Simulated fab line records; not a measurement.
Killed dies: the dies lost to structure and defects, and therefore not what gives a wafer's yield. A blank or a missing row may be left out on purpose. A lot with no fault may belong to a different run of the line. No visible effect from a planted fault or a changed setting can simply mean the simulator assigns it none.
The tool behind it: which one?	flow n5-finfet	22 lots with 66 wafers sampled at 3 steps, on a route of 1938 steps

== WHAT THE GAUGES READ, wafer by wafer ==
N5_BEOL_M10_THK_MEAS_01. Usual: M10_ILD_THK 268 nm, standard deviation 3.5.
lot	measured	on	M10_ILD_THK (nm)	flag
L074	day 9 22:41	film-metro-01	269 268 267	
L077	day 10 09:15	film-metro-01	265 269 267	
L076	day 10 14:20	film-metro-01	266 267 267	
L075	day 10 16:48	film-metro-01	263 269 267	
L078	day 10 20:53	film-metro-02	265 272 268	
L080	day 11 02:41	film-metro-02	269 271 276	
L081	day 11 03:28	film-metro-02	269 271 277	
L082	day 11 14:52	film-metro-02	262 269 265	
L083	day 12 00:31	film-metro-02	264 264 269	
L085	day 12 12:52	film-metro-02	265 268 268	
L086	day 13 09:10	film-metro-01	264 265 270	
L084	day 13 09:14	film-metro-02	266 274 271	
L088	day 13 08:55	film-metro-01	268 271 269	
L090	day 13 09:26	film-metro-02	266 267 272	
L087	day 13 09:56	film-metro-01	265 264 269	
L089	day 13 14:03	film-metro-01	264 269 269	
L091	day 14 02:58	film-metro-01	263 268 266	
L092	day 14 12:28	film-metro-02	271 274 274	
L094	day 14 22:16	film-metro-01	269 273 268	
L093	day 14 21:15	film-metro-02	264 265 266	
L095	day 15 04:55	film-metro-01	270 274 272	
L097	day 16 06:56	film-metro-02	268 269 267	

== TOOL THAT RAN EACH LOT (tool first, then ch and the chambers of the sampled wafers, then the start) ==
lot	N5_BEOL_M9_HM_OPEN_17	N5_BEOL_M9_CURE_72
L074	rie-metal-02 ch 0,1, day 9 17:25	uv-cure-01 ch 2, day 9 19:31
L077	rie-metal-02 ch 0,1, day 10 03:22	uv-cure-03 ch 1, day 10 05:34
L076	rie-metal-03 ch 0,1, day 10 09:46	uv-cure-01 ch 1, day 10 11:26
L075	rie-metal-02 ch 0,1, day 10 11:29	uv-cure-02 ch 1, day 10 12:59
L078	rie-metal-02 ch 0,1, day 10 15:38	uv-cure-03 ch 1, day 10 18:09
L080	rie-metal-02 ch 0, day 10 21:40	uv-cure-01 ch 2, day 10 23:09
L081	rie-metal-02 ch 0,1, day 10 23:27	uv-cure-02 ch 2, day 11 00:50
L082	rie-metal-01 ch 1, day 11 09:15	uv-cure-01 ch 1, day 11 11:51
L083	rie-metal-01 ch 1, day 11 16:47	uv-cure-01 ch 1, day 11 21:44
L085	rie-metal-01 ch 0,1, day 12 07:17	uv-cure-03 ch 2, day 12 09:50
L086	rie-metal-03 ch 0,1, day 12 22:49	uv-cure-03 ch 1, day 13 04:51
L084	rie-metal-03 ch 0,1, day 13 02:44	uv-cure-01 ch 1, day 13 06:19
L088	rie-metal-01 ch 0,1, day 13 03:56	uv-cure-01 ch 2, day 13 06:04
L090	rie-metal-01 ch 0,1, day 13 04:40	uv-cure-03 ch 1, day 13 06:29
L087	rie-metal-03 ch 0,1, day 13 04:55	uv-cure-01 ch 0, day 13 06:53
L089	rie-metal-02 ch 0,1, day 13 09:05	uv-cure-03 ch 1, day 13 11:10
L091	rie-metal-03 ch 0, day 13 20:34	uv-cure-01 ch 2, day 13 23:34
L092	rie-metal-03 ch 0,1, day 14 05:49	uv-cure-02 ch 2, day 14 07:29
L094	rie-metal-03 ch 0,1, day 14 15:43	uv-cure-01 ch 0, day 14 18:40
L093	rie-metal-03 ch 0,1, day 14 16:08	uv-cure-03 ch 0, day 14 18:04
L095	rie-metal-02 ch 0,1, day 14 23:59	uv-cure-01 ch 2, day 15 01:54
L097	rie-metal-03 ch 0,1, day 15 23:06	uv-cure-03 ch 0, day 16 02:33
- N5_BEOL_M9_HM_OPEN_17: chemistry Cl2/BCl3, target TiN, target depth 20 nm, overetch 6 nm.
- N5_BEOL_M9_CURE_72: cures SiCOH lowk, time 120 s.

== WHAT THE TOOLS THEMSELVES READ (means of the sampled wafers that have a number; where no wafer has one, the mark that the record gives instead) ==
N5_BEOL_M9_HM_OPEN_17. Usual: chamber-pressure-mTorr 10.000 mTorr, standard deviation 0.0093; drypump-motor-current-A 5.9 A, standard deviation 0.33; oes-product-au 0.68 a.u., standard deviation 0.095; throttle-valve-pct 22.28 %, standard deviation 0.26.
lot	tool	chamber-pressure-mTorr (mTorr)	drypump-motor-current-A (A)	oes-product-au (a.u.)	throttle-valve-pct (%)	flag
L074	rie-metal-02	10.004	5.7	0.65	22.34	
L077	rie-metal-02	9.999	5.7	0.65	22.32	
L076	rie-metal-03	9.994	6.0	0.63	22.41	
L075	rie-metal-02	10.010	5.9	0.71	22.19	
L078	rie-metal-02	10.002	5.9	0.71	22.19	
L080	rie-metal-02	10.002	6.1	0.76	22.03	
L081	rie-metal-02	9.988	5.9	0.71	22.16	
L082	rie-metal-01	10.000	6.0	0.58	22.45	
L083	rie-metal-01	9.999	6.0	0.57	22.45	
L085	rie-metal-01	9.999	5.3	0.76	22.16	
L086	rie-metal-03	10.009	6.0	0.77	22.10	
L084	rie-metal-03	10.003	6.0	0.77	22.09	
L088	rie-metal-01	10.006	5.3	0.73	22.16	
L090	rie-metal-01	10.006	5.6	0.66	22.29	
L087	rie-metal-03	10.004	6.0	0.76	22.12	
L089	rie-metal-02	9.997	5.7	0.62	22.36	
L091	rie-metal-03	9.996	6.0	0.68	22.53	
L092	rie-metal-03	9.998	6.1	0.71	22.34	
L094	rie-metal-03	10.006	6.0	0.73	22.13	
L093	rie-metal-03	9.998	6.0	0.75	22.11	
L095	rie-metal-02	9.995	5.7	0.62	22.35	
L097	rie-metal-03	9.996	6.0	0.73	22.12	

N5_BEOL_M9_CURE_72. Usual: lamp-power-pct 52.32 %, standard deviation 0.055; wafer_temp_C_max 371.9, standard deviation 0.57.
lot	tool	lamp-power-pct (%)	wafer_temp_C_max	flag
L074	uv-cure-01	52.33	371.9	
L077	uv-cure-03	52.35	372.6	
L076	uv-cure-01	52.33	372.1	
L075	uv-cure-02	52.30	371.8	
L078	uv-cure-03	52.32	372.2	
L080	uv-cure-01	52.30	372.0	
L081	uv-cure-02	52.32	371.7	
L082	uv-cure-01	52.34	371.9	
L083	uv-cure-01	52.36	372.0	
L085	uv-cure-03	52.29	372.7	
L086	uv-cure-03	52.35	372.4	
L084	uv-cure-01	52.35	372.4	
L088	uv-cure-01	52.27	371.9	
L090	uv-cure-03	52.30	371.9	
L087	uv-cure-01	52.30	371.0	
L089	uv-cure-03	52.30	372.6	
L091	uv-cure-01	52.34	372.1	
L092	uv-cure-02	52.32	371.6	
L094	uv-cure-01	52.32	370.9	
L093	uv-cure-03	52.31	371.5	
L095	uv-cure-01	52.33	371.7	
L097	uv-cure-03	52.34	371.4	

== THE ANSWER, worked out from the rows above alone ==
Rule: lot off if the mean of its wafers having a number is beyond 3 standard deviations from the usual mean. A lot without any number at a reading at which 4 lots or more have one is off too. Any other lot the step has rows for is counted as sound. The gauges are gone through in route order, then the tools' own readings, and for those a lot's mean is taken as printed above. The first step at which some lot is off is used, and at that step the reading that is off furthest; a lot without a number counts as furthest.
Nothing can be told from this: no lot is off at any reading shown.

== WHAT THE SIMULATOR HAD INSERTED ==
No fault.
